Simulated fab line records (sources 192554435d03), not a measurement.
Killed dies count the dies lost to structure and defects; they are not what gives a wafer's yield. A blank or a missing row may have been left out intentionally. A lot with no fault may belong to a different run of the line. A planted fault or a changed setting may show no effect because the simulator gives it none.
Which tool is to blame?	flow n5-finfet	36 wafers sampled from 12 lots at 1 step of a route of 1938

== WHAT THE GAUGES SHOWED, per wafer ==
N5_BEOL_M14_OCD_MEAS_35.
lot	measured	on	trench-depth-nm (nm)
L075	day 11 20:52	ocd-01	551 552 552
L079	day 12 00:32	ocd-01	562 544 560
L078	day 12 04:23	ocd-01	557 555 553
L082	day 13 00:52	ocd-02	548 550 565
L083	day 13 09:45	ocd-02	564 551 564
L086	day 14 04:41	ocd-01	550 557 557
L088	day 14 18:34	ocd-01	548 555 549
L089	day 15 05:22	ocd-01	554 553 556
L090	day 15 11:50	ocd-01	546 551 560
L092	day 16 02:00	ocd-02	562 565 554
L095	day 16 15:51	ocd-02	559 553 555
L097	day 17 06:26	ocd-02	556 557 557

== EACH LOT AND THE TOOL THAT RAN IT (in order: tool; ch and the chambers of the sampled wafers; start) ==
The record shows no process step preceding these readings.

== THE ANSWER, worked out from the rows above alone ==
Rule: what is usual is taken from the lots themselves. Put in order of their means at a reading, lots are off if they are a third of the lots or fewer, leave a main group of 4 or more, and stand apart from it by a gap of 3 or more times the standard deviation of the main group's means; of several such gaps the widest counts. The tables above print the reading to a certain number of digits; a main group whose means all agree to those digits is not used. A lot without any number at a reading at which 4 lots or more have one is off too. Where the step has rows for the other lots, those lots are counted as sound.
No lot is off on any of the readings shown, so nothing can be concluded from this.

== WHAT HAD BEEN PUT IN BY THE SIMULATOR ==
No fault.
